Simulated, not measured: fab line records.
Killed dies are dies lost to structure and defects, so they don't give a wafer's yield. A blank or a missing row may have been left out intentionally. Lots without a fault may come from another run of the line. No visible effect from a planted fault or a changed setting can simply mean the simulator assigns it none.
Comparing a struck lot with a sound one ; flow nand harc ; 15 steps out of a route of 1159
Sound: wafers L962.1, L962.3, L962.6. Struck: wafers L974.3, L974.5. (L974.2 of the same lot was not struck and is left out.) The cause comes at the end.
Order at every step that has rows: each side's tool, ch and its chambers, its first start. Under that, the readings that differ: sound wafers ; struck wafers ; difference of the means ; sigmas: that difference in standard deviations of wafers without a fault.
alike: same words and numbers on both sides, and readings whose means sit less than 2 such deviations apart. not compared: any withheld reading, any reading some wafer has no value for, any bound like >300 that may hide the same value, and any number with overlapping values for which the record gives no deviation.
The two part at a step that has a row with sigmas, a row that says differs or no value, or rows on one side only. Numbers that don't overlap but have no deviation are shown without sigmas and don't part them. Lack of a reading on every wafer of one side parts them only where that side has two or more wafers.

first, 7 steps without rows for these wafers: NHARC_A_CONTACT_COAT_35 (time 65 s); NHARC_A_CONTACT_COAT_36 (resist thk 90 nm); NHARC_A_CONTACT_SOFTBAKE_37 (time 55 s); NHARC_A_CONTACT_EBR_38; NHARC_A_CONTACT_EXPOSE_39 (exposes mask A CC 3); NHARC_A_CONTACT_PEB_40 (peb time 65 s); NHARC_A_CONTACT_DEVELOP_41 (develop time 35 s).
NHARC_A_CONTACT_CD_MEAS_42 targets a cd of 200 nm.
  sound on cd sem-01 ch 0, day 16 23:48; struck on cd sem-02 ch 0, day 20 00:40
  alike: cd nm
NHARC_A_CONTACT_OVL_MEAS_43:
  sound: overlay-01 at day 16 23:54; struck: overlay-02 at day 20 00:45
  alike: overlay x nm, overlay y nm
NHARC_A_CONTACT_INSPECT_44:
  sound: defect inspect-02 at day 16 23:56; struck: defect inspect-02 at day 20 00:47
  alike: raw defect count
NHARC_A_CONTACT_DESCUM_47: chemistry O2, time 3 s.
  sound on rie diel-07 ch 1,2, day 17 00:01; struck on rie diel-07 ch 0, day 20 00:51
reading;sound;struck;difference;sigmas
oes product au (a.u.);1.015 1.003 1.015;0.991 0.992;-0.019;-2
  alike: drypump motor current A, rf vpp V, showerhead plenum p Torr, throttle valve pct
  not compared: rf hours counter h
NHARC_A_CONTACT_ETCH_48: etches the open film in CF4, target depth 39 nm, time 65 s.
  sound on rie diel-07 ch 1,2,3, day 17 00:06; struck on rie diel-07 ch 0, day 20 00:57
reading;sound;struck;difference;sigmas
rf vpp V (V);153.2 153.6 152.5;149.5 149.5;-3.6;-3
  alike: bias w, drypump motor current A, oes product au, rf fwd power W, showerhead plenum p Torr, throttle valve pct
  not compared: over etch frac, rf hours counter h
NHARC_A_CONTACT_ETCH_49: etches the open film in N2/H2, target depth 260 nm, time 475.3 s.
  sound on rie diel-07 ch 0,2,3, day 17 00:13; struck on rie diel-07 ch 1, day 20 01:03
reading;sound;struck;difference;sigmas
oes product au (a.u.);0.989 1.002 1.022;0.993 0.978;-0.019;-2
over etch frac;0.3 0.3 0.3;0.27347 0.27347;-0.02653;
  alike: bias w, drypump motor current A, rf fwd power W, rf vpp V, showerhead plenum p Torr, throttle valve pct
  not compared: rf hours counter h
NHARC_A_CONTACT_ETCH_50: etches the open film in CF4/CHF3, target depth 84.7 nm, time 42.4 s.
  sound on rie diel-07 ch 0,2,3; struck on rie diel-07 ch 0,1
  alike: bias w, drypump motor current A, oes product au, rf fwd power W, rf vpp V, showerhead plenum p Torr, throttle valve pct
  not compared: rf hours counter h
next, for these wafers, 1 step has no rows: NHARC_END_SORT_01.

WHERE THEY PART
First at NHARC_A_CONTACT_DESCUM_47; last, within this record, at NHARC_A_CONTACT_ETCH_49. Later steps at which nothing parts them and some readings are alike: NHARC_A_CONTACT_ETCH_50.

WHY: what had been put in by the simulator
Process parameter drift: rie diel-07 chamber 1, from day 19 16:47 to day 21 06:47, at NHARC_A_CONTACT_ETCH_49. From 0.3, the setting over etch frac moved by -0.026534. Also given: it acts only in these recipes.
